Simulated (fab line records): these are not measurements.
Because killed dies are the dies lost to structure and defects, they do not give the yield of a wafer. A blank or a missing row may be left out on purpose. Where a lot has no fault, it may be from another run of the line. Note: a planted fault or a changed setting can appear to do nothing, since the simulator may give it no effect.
Matching of chambers | flow nand-harc | NHARC_P_STI_CMP_21 on cmp-04 has 4 sister chambers
The step polishes, t overpolish 20 s, target thk 380.67 nm. 4 wafers are shown with their chamber, then 9 later ones without.

WAFERS, EACH WITH ITS CHAMBER
wafer  | chamber | motor-current-A (A)
L742.5 | 0       | 12.4
L746.1 | 1       | 12.4
L746.3 | 3       | 12.9
L746.6 | 2       | 12.6

WAFERS WHOSE CHAMBER IS MISSING
wafer  | motor-current-A (A)
L747.1 | 13.4
L747.5 | 12.3
L747.6 | 12.4
L748.1 | 12.0
L748.3 | 12.2
L748.4 | 13.5
L758.4 | 12.4
L758.5 | 12.8
L758.6 | 12.4

EACH ONE'S CHAMBER
wafer  | from the rows above               | in truth
L747.1 | can't be placed: 3 or 2 or 0 or 1 | 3
L747.5 | can't be placed: 0 or 1 or 2 or 3 | 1
L747.6 | can't be placed: 0 or 1 or 2 or 3 | 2
L748.1 | can't be placed: 0 or 1 or 2 or 3 | 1
L748.3 | can't be placed: 0 or 1 or 2 or 3 | 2
L748.4 | can't be placed: 3 or 2 or 0 or 1 | 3
L758.4 | can't be placed: 0 or 1 or 2 or 3 | 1
L758.5 | can't be placed: 3 or 2 or 0 or 1 | 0
L758.6 | can't be placed: 0 or 1 or 2 or 3 | 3
Correctly placed: 0 of 9. From these rows, 9 cannot be placed; in 9 the true chamber is one of the candidates. Wrongly placed: 0.
How it was worked out, from the rows above alone: a wafer's distance from a chamber is the root of the sum, over the readings, of the square of ((its reading less the chamber's mean) divided by the reading's scatter). The wafer belongs to the nearest chamber; if the next one is less than 2 further off, it can't be placed. A chamber's mean is the mean of its shown wafers. The scatter (one wafer shown for each chamber): square how far every hidden wafer sits from the nearest shown wafer, average those squares and take the square root.
